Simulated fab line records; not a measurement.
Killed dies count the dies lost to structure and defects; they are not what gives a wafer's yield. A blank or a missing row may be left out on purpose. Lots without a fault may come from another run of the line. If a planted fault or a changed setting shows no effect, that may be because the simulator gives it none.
Struck lot and sound lot, side by side / flow n5-finfet / 14 steps out of a route of 1938
Sound: the wafers L969.3, L969.5, L969.6. The struck wafers were L979.2, L979.5, L979.6. Last of all comes the cause.
Each step with rows lists, per side, the tool, then ch with its chambers, then its first start. Under that, the readings that differ: sound wafers / struck wafers / difference of the means / sigmas: that difference in standard deviations of wafers without a fault.
alike: words and numbers the same on both sides, and readings whose means are apart by under 2 such deviations; not compared: readings that were withheld, readings missing a value for some wafer, numbers with overlapping values and no deviation given by the record, and bounds like >300 which may hide the same value.
Wherever a step has rows on one side only, a row that says differs or no value, or a row with sigmas, the two part there. Non-overlapping numbers with no deviation appear without sigmas and do not part them. A reading missing from all wafers of one side parts the sides only when that side holds two or more wafers.

N5_BEOL_M12_CD_MEAS_10: target cd 140 nm.
  sound on cd-sem-02 ch 0, day 12 01:04; struck on cd-sem-02 ch 0, day 15 02:18
  alike: cd-nm
N5_BEOL_M12_OVL_MEAS_11:
  sound on overlay-02 ch 0, day 12 01:05; struck on overlay-01 ch 0, day 15 02:20
  alike: V11_OVL
N5_BEOL_M12_INSPECT_12: inspects for defects (macro).
  sound on defect-inspect-01, day 12 01:07; struck on defect-inspect-02, day 15 02:21
  alike: raw-defect-count
N5_BEOL_M12_DESCUM_15: chemistry O2, time 7.9 s.
  sound on rie-diel-02 ch 0,2,3, day 12 01:16; struck on rie-diel-01 ch 1,2,3, day 15 02:30
  alike: drypump-motor-current-A, oes-product-au, rf-fwd-power-W, rf-vpp-V, showerhead-plenum-p-Torr, temp-c, throttle-valve-pct
  not compared: rf-hours-counter-h
N5_BEOL_M12_ETCH_59: etches BARC in N2/H2, target depth 89 nm, overetch 26.7 nm, time 67.9 s.
  sound on rie-diel-02 ch 0,2,3, day 12 01:18; struck on rie-diel-01 ch 1,2,3, day 15 02:32
  alike: drypump-motor-current-A, oes-product-au, rf-fwd-power-W, rf-vpp-V, showerhead-plenum-p-Torr, throttle-valve-pct
  not compared: rf-hours-counter-h
N5_BEOL_M12_VIA_ETCH_16: etches SiOC in C4F8/O2/Ar, target depth 724.8 nm.
  sound on rie-diel-02 ch 0,2,3, day 12 01:21; struck on rie-diel-01 ch 1,2,3, day 15 02:35
  alike: O2_flow_sccm, drypump-motor-current-A, oes-product-au, rf-fwd-power-W, rf-vpp-V, showerhead-plenum-p-Torr, throttle-valve-pct
N5_BEOL_M12_STRIP_63: strips in N2/H2.
  sound on plasma-asher-02 ch 0,1, day 12 01:38; struck on plasma-asher-02 ch 0,1, day 15 02:47
  alike: drypump-motor-current-A, heater-power-w, oes-product-au, strip-time-to-endpoint-s, temp-c
  not compared: rf-hours-counter-h
N5_BEOL_M12_STRIP_64: strips in N2/H2.
  sound on plasma-asher-02 ch 0,1, day 12 01:42; struck on plasma-asher-02 ch 0,1, day 15 02:51
  alike: drypump-motor-current-A, heater-power-w, oes-product-au, strip-time-to-endpoint-s, temp-c
  not compared: rf-hours-counter-h
then, 2 steps without rows for these wafers: N5_BEOL_M12_STRIP_71 (strips in post etch residue remover, time 60 s); N5_BEOL_M12_SRD_72 (time 30 s, dry time 30 s).
N5_BEOL_M12_CD_MEAS_17: target cd 140 nm.
  sound on cd-sem-01, day 12 01:50; struck on cd-sem-02, day 15 03:00
  alike: cd-nm
then, 1 step without rows for these wafers: N5_BEOL_M12_COAT_65 (time 60 s, resist thk 300 nm).
N5_BEOL_M12_COAT_66: time 60 s, resist thk 110 nm.
  sound on litho-track-03 ch 0, day 12 01:52; struck on litho-track-05 ch 0, day 15 03:02
reading=heater-power-total-W (W); sound=429.1 428.6 428.0; struck=453.4 452.5 453.2; difference=+24.5; sigmas=+12
reading=plate-temp-C (C); sound=219.89 219.98 219.96; struck=230.14 230.20 230.18; difference=+10.23; sigmas=+60
  alike: chill-plate-temp-C, spin-speed-rpm
then, 1 step without rows for these wafers: N5_BEOL_M12_COAT_22 (resist thk 300 nm).

## WHERE THEY PART
Only at N5_BEOL_M12_COAT_66, within this record.

WHY: what the simulator had put in
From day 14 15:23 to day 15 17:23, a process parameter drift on litho-track-05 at N5_BEOL_M12_COAT_66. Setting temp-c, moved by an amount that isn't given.
